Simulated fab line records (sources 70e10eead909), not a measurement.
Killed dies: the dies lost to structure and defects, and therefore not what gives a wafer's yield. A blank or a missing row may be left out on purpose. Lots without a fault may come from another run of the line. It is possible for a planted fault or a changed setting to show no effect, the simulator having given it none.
Matching of chambers ; flow nand-harc ; NHARC_A_BONDPAD_CMP_29 on cmp-02 has 4 sister chambers
The step polishes SiCN, target thk 200 nm. 4 wafers are shown with their chamber, then 9 later ones without.

WAFERS, EACH WITH ITS CHAMBER
wafer;chamber;motor-current-A (A)
L082.6;3;12.4
L085.4;1;13.5
L084.3;0;11.2
L084.5;2;11.0

WAFERS WITH NO CHAMBER GIVEN
wafer;motor-current-A (A)
L087.1;12.1
L087.3;10.9
L087.5;13.0
L091.2;13.4
L091.3;10.8
L091.4;12.2
L095.1;10.9
L095.3;11.7
L095.4;10.6

CHAMBER TAKEN BY EACH
wafer;from the rows above;in truth
L087.1;can't be placed: 3 or 0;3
L087.3;can't be placed: 2 or 0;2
L087.5;can't be placed: 1 or 3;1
L091.2;1;1
L091.3;can't be placed: 2 or 0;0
L091.4;3;3
L095.1;can't be placed: 2 or 0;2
L095.3;can't be placed: 0 or 2 or 3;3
L095.4;can't be placed: 2 or 0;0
Correct placement for 2 of the 9. Can't be placed from these rows: 7 (the true chamber is among the candidates in 7). Number placed wrongly: 0.
How it was worked out, from the rows above alone: a wafer's distance from a chamber is the root of the sum, over the readings, of the square of ((its reading less the chamber's mean) divided by the reading's scatter). If the next closest chamber is less than 2 further off than the closest, the wafer can't be placed; otherwise it belongs to the closest. Each chamber's mean is taken over the wafers shown for it. The scatter: root of mean squared gap, hidden wafer to nearest shown wafer, with one shown wafer a chamber.
